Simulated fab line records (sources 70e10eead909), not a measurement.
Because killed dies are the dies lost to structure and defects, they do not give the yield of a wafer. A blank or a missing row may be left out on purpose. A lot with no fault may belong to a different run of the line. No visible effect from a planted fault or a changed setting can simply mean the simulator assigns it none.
fab line records | flow nand-harc | part 2 of 2: steps 30 to 37 of 37
[record] lots = 5 wafers = 15 last-day = 32
route steps=1302 shown A_M0@1153 A_M1@1169
lots that met no fault: taken from a fault-free run of the same line
start-h: start of the lot's first displayed wafer, in hours after the record's first day | wait-h: hours elapsed since this lot's preceding step | " repeats the value in the row above | L1.1+2: a row that stands for several wafers | - no value, or no start given | * or withheld: withheld | < > ~ a bound
route shown NAME@n: a module of which the file shows steps, and the number in the route of the first | usual: mean and standard deviation over wafers with no fault | same: alike in all rows | chamber/n: place in a boat | sites: the reading at each site | _std_site: standard deviation across them | _edge_site: outer sites' mean less inner sites' | radius-mm: how far each site lies from the wafer's centre | mask NAME#n: copy n | behind: tool/chamber where the wafer was last shaped | hold: reason for holding the lot/hours on hold/outcome of the hold | device: names the non-switching transistor (n, p or np) | end of line: the same wafers' tests at the end of the route | for a step that has no rows: nothing shown but its recipe | killed: the dies lost at the first sort to structure and to defects; this is not the yield of the wafer | map: a wafer's dies, marking killed ones x, the rest . and places with no die _
set.NAME: setting as actually run; set.NAME@STEP: the setting as run at that earlier step | model.NAME: the simulator's own value behind a step, which no gauge read
certain route steps with their lots: each step a table, each wafer a row
services: a tool's chamber out of use, with start hour (start-h, from the record's first day; less than 0 if before it), hours out, and reason
[[steps]]
[step NHARC_A_M1_ETCH_35]
[recipe] target-depth-a = 400 overetch-a = 120 time-s = 43.94 ion-energy-ev = 200 n2-flow-sccm = 150 h2-flow-sccm = 150 ar-flow-sccm = 0 rf-w = 400 bias-w = 150 chemistry = N2/H2
[usual] drypump-motor-current-A = 5.5/0.41 oes-product-au = 0.998/0.0075 rf-vpp-V = 429.9/2.7 showerhead-plenum-p-Torr = 2.01/0.093 throttle-valve-pct = 14.172/0.0096
[same] time-s = 43.94
// columns lot.wafer tool chamber start-h wait-h drypump-motor-current-A oes-product-au rf-hours-counter-h rf-vpp-V showerhead-plenum-p-Torr throttle-valve-pct
L074.1 rie-diel-11 0 531.66 0.1 6.1 1.005 3.2 426.8 1.95 14.161
L074.4 " 3 " " 6.2 0.994 3.0 428.1 1.94 14.162
L074.5 " 1 " " 5.3 1.004 - 433.8 2.16 14.169
L081.4 rie-diel-06 1 601.74 0.1 5.4 1.000 3.0 429.9 1.97 14.175
L081.3 " 2 " " 5.3 0.987 2.7 429.7 2.00 14.168
L081.1 " 3 " " 6.1 0.984 2.8 428.7 1.99 14.177
L092.2 rie-diel-11 1 709.58 0.1 5.3 0.989 5.3 433.8 2.15 14.178
L092.4 " 2 " " 4.9 0.988 4.8 427.7 1.92 14.171
L092.5 " 0 " " 6.1 1.004 - 428.8 1.95 14.172
L094.3 rie-diel-11 2 715.67 0.1 4.9 0.999 4.9 427.0 1.92 14.178
L094.1 " 0 " " 6.1 0.992 4.7 428.9 1.95 14.176
L094.2 " 1 " " 5.3 0.986 5.4 434.6 2.15 14.175
L093.4 rie-diel-13 3 717.59 0.1 5.7 0.991 1.0 429.3 2.03 14.168
L093.1 " 0 " " 5.2 1.006 0.9 428.9 1.93 14.168
L093.2 " 1 " " 5.4 1.010 0.6 426.6 1.91 14.151
[step NHARC_A_M1_ETCH_15]
[recipe] target-depth-a = 1825 time-s = 91.2 c4f8-flow-sccm = withheld ar-flow-sccm = 400 rf-w = 600 bias-w = 300 chemistry = C4F8/Ar
[usual] oes-product-au = 0.951/0.024 rf-vpp-V = 440.3/2.8
[same] time-s = 91.2
// columns lot.wafer tool chamber start-h wait-h oes-product-au rf-hours-counter-h rf-vpp-V
L074.1 rie-diel-11 1 - - 0.917 3.3 443.6
L074.4 " 0 " " 0.915 3.3 438.9
L074.5 " 2 " " 0.922 - 437.4
L081.3 rie-diel-06 0 - - 0.962 2.7 445.6
L081.4 " 1 " " 0.965 3.0 439.8
L081.1 " 3 " " 0.965 2.8 439.4
L092.2 rie-diel-11 0 - - 0.927 4.6 440.7
L092.4 " 1 " " 0.934 5.3 445.0
L092.5 " 1 " " 0.930 - 445.0
L094.2 rie-diel-11 3 - - 0.983 5.2 438.1
L094.3 " 1 " " 0.958 5.4 442.4
L094.1 " 2 " " 0.963 4.9 438.8
L093.4 rie-diel-13 0 - - 0.961 1.0 438.0
L093.2 " 1 " " 0.976 0.7 437.7
L093.1 " 2 " " 0.968 0.7 442.1
[step NHARC_A_M1_CD_MEAS_16]
[usual] cd-nm = 119.9/0.59
// columns lot.wafer tool chamber start-h wait-h cd-nm
L074.1 cd-sem-01 - 531.88 - 120.2
L074.4 " - " " 121.4
L074.5 " - " " 120.0
L081.1 cd-sem-03 - 601.95 - 120.5
L081.3 " - " " 120.0
L081.4 " - " " 120.5
L092.2 cd-sem-03 - 709.79 - 120.5
L092.4 " - " " 119.7
L092.5 " - " " 119.9
L094.1 cd-sem-01 - 715.89 - 119.5
L094.2 " - " " 120.0
L094.3 " - " " 119.6
L093.1 cd-sem-01 - 717.80 - 120.6
L093.2 " - " " 119.9
L093.4 " - " " 119.9
[step NHARC_A_M1_STRIP_18]
[recipe] power-w = 1000 n2-flow-sccm = 150 h2-flow-sccm = 150 ar-flow-sccm = 0 bias-w = 0 chemistry = N2/H2
[usual] drypump-motor-current-A = 5.6/0.42 oes-product-au = 1.000/0.0067 rf-vpp-V = 90.4/0.99 showerhead-plenum-p-Torr = 2.01/0.092 throttle-valve-pct = 14.171/0.0092
// columns lot.wafer tool chamber start-h wait-h drypump-motor-current-A oes-product-au rf-hours-counter-h rf-vpp-V showerhead-plenum-p-Torr throttle-valve-pct
L074.4 rie-diel-06 0 531.96 0.1 5.1 1.003 0.6 91.6 2.20 14.173
L074.1 " 3 " " 6.1 0.993 0.9 89.0 1.99 14.169
L074.5 " 1 " " 5.4 0.987 - 91.5 1.97 14.166
L081.1 rie-diel-11 3 602.05 0.1 6.2 1.007 6.7 89.0 1.94 14.163
L081.4 " 0 " " 6.1 1.002 7.6 89.6 1.95 14.176
L081.3 " 1 " " 5.3 0.995 7.2 91.5 2.16 14.169
L092.4 rie-diel-06 2 709.89 0.1 5.3 1.014 0.9 90.2 2.00 14.177
L092.2 " 3 " " 6.1 1.009 0.8 90.5 1.99 14.167
L092.5 " 1 " " 5.4 0.997 - 90.4 1.97 14.178
L094.2 rie-diel-06 2 715.96 0.1 5.3 0.995 1.0 89.4 2.00 14.176
L094.1 " 3 " " 6.0 1.003 0.8 89.8 1.99 14.169
L094.3 " 0 " " 5.1 1.000 0.8 90.1 2.20 14.174
L093.4 rie-diel-11 0 717.88 0.1 6.1 0.993 4.8 89.4 1.95 14.173
L093.2 " 1 " " 5.3 0.997 5.4 91.1 2.15 14.172
L093.1 " 3 " " 6.2 1.003 5.2 90.2 1.94 14.180
[step NHARC_A_M1_ETCH_28]
[recipe] target-depth-a = 300 over-etch-frac = 0.3 time-s = 72.99 ion-energy-ev = 150 cf4-flow-sccm = 50 n2-flow-sccm = 100 ar-flow-sccm = 150 rf-w = 300 bias-w = 100 chemistry = CF4/N2
[usual] drypump-motor-current-A = 5.5/0.42 oes-product-au = 0.999/0.0075 rf-vpp-V = 313.4/2 showerhead-plenum-p-Torr = 2.59/0.11 throttle-valve-pct = 19.793/0.0092
[same] time-s = 72.99
// columns lot.wafer tool chamber start-h wait-h drypump-motor-current-A oes-product-au rf-hours-counter-h rf-vpp-V showerhead-plenum-p-Torr throttle-valve-pct
L074.4 rie-diel-06 1 - - 5.4 0.983 0.9 312.7 2.55 19.816
L074.1 " 3 " " 6.1 0.984 0.9 312.2 2.56 19.784
L074.5 " 1 " " 5.5 0.987 - 313.8 2.55 19.797
L081.4 rie-diel-11 0 - - 6.1 1.002 7.6 311.5 2.52 19.790
L081.1 " 1 " " 5.3 0.999 7.3 317.2 2.76 19.788
L081.3 " 3 " " 6.2 1.007 6.7 311.3 2.51 19.793
L092.4 rie-diel-06 0 - - 5.1 0.998 0.8 317.4 2.82 19.792
L092.2 " 1 " " 5.4 0.992 0.9 313.2 2.55 19.802
L092.5 " 1 " " 5.4 0.993 - 311.3 2.55 19.809
L094.3 rie-diel-06 1 - - 5.4 0.997 1.0 312.6 2.54 19.798
L094.1 " 3 " " 6.1 1.006 0.9 312.8 2.56 19.807
L094.2 " 0 " " 5.1 0.994 0.8 317.1 2.82 19.784
L093.1 rie-diel-11 1 - - 5.3 0.999 5.5 317.0 2.76 19.781
L093.4 " 2 " " 4.9 1.002 5.0 311.8 2.49 19.797
L093.2 " 3 " " 6.2 1.001 5.3 312.3 2.51 19.805
[step NHARC_A_M1_STRIP_19]
[recipe] time-s = 600 temp-c = 30 chemistry = post-etch-residue-remover
[same] time-s = 600
// columns lot.wafer tool chamber start-h wait-h
L074.5+1+4 wet-bench-10 5,7,0 532.33 -
L081.1+4+3 wet-bench-10 3,6,7 602.40 -
L092.4+5+2 wet-bench-10 1,3,4 710.23 -
L094.1+2+3 wet-bench-08 5,6,7 716.35 -
L093.2+1+4 wet-bench-08 4,5,6 718.27 -
[step NHARC_A_M1_DEGAS_29]
[recipe] temp-c = 250 time-s = 60
[usual] heater-power-w = 325/30
[same] time-s = 60
// columns lot.wafer tool chamber start-h wait-h heater-power-w
L074.1 pvd-sputter-01 - 532.62 - 316
L074.4 " - " " 328
L074.5 " - " " 321
L081.3 pvd-sputter-03 - 602.66 - 299
L081.1 " - " " 350
L081.4 " - " " 298
L092.4 pvd-sputter-02 - 710.51 - 313
L092.2 " - " " 349
L092.5 " - " " 266
L094.3 pvd-sputter-03 - 716.60 - 310
L094.2 " - " " 313
L094.1 " - " " 348
L093.2 pvd-sputter-02 - 718.52 - 318
L093.1 " - " " 364
L093.4 " - " " 348
[step NHARC_A_M1_PRE_CLEAN_30]
[recipe] time-s = 30 temp-c = 280 gas = H2/He
[usual] heater-power-w = 399/38
[same] time-s = 30
// columns lot.wafer tool chamber start-h wait-h heater-power-w
L074.4 pvd-sputter-01 - - - 429
L074.1 " - " " 410
L074.5 " - " " 399
L081.3 pvd-sputter-03 - - - 374
L081.4 " - " " 358
L081.1 " - " " 434
L092.2 pvd-sputter-02 - - - 335
L092.4 " - " " 389
L092.5 " - " " 330
L094.2 pvd-sputter-03 - - - 424
L094.3 " - " " 369
L094.1 " - " " 388
L093.2 pvd-sputter-02 - - - 428
L093.4 " - " " 332
L093.1 " - " " 382
[[services]]
// columns tool chamber start-h hours kind
rie-diel-06 0 504.02 19.2 repair
litho-track-01 - 505.00 7.0 pm
rie-diel-11 2 511.13 1.7 repair
pecvd-01 - 522.38 0.6 repair
litho-track-06 - 529.00 7.0 pm
pvd-sputter-02 - 544.66 4.3 repair
litho-track-04 - 553.00 7.0 pm
rie-diel-06 - 574.07 0.5 repair
rie-diel-06 2 578.23 2.0 repair
pvd-sputter-01 - 582.04 10.0 pm
pecvd-02 - 589.14 13.0 pm
rie-diel-11 - 609.50 9.0 pm
pecvd-01 1 620.90 18.4 repair
pvd-sputter-02 - 638.06 10.0 pm
pvd-sputter-01 - 638.48 5.0 repair
rie-diel-06 2 659.95 6.4 repair
rie-diel-06 - 661.20 9.0 pm
wet-bench-10 - 665.91 8.0 pm
pvd-sputter-01 - 672.18 4.0 repair
pecvd-01 - 673.25 13.0 pm
litho-track-01 - 680.00 7.0 pm
rie-diel-11 0 698.35 4.5 repair
pvd-sputter-02 - 713.26 3.9 repair
pecvd-02 1 716.19 2.3 repair
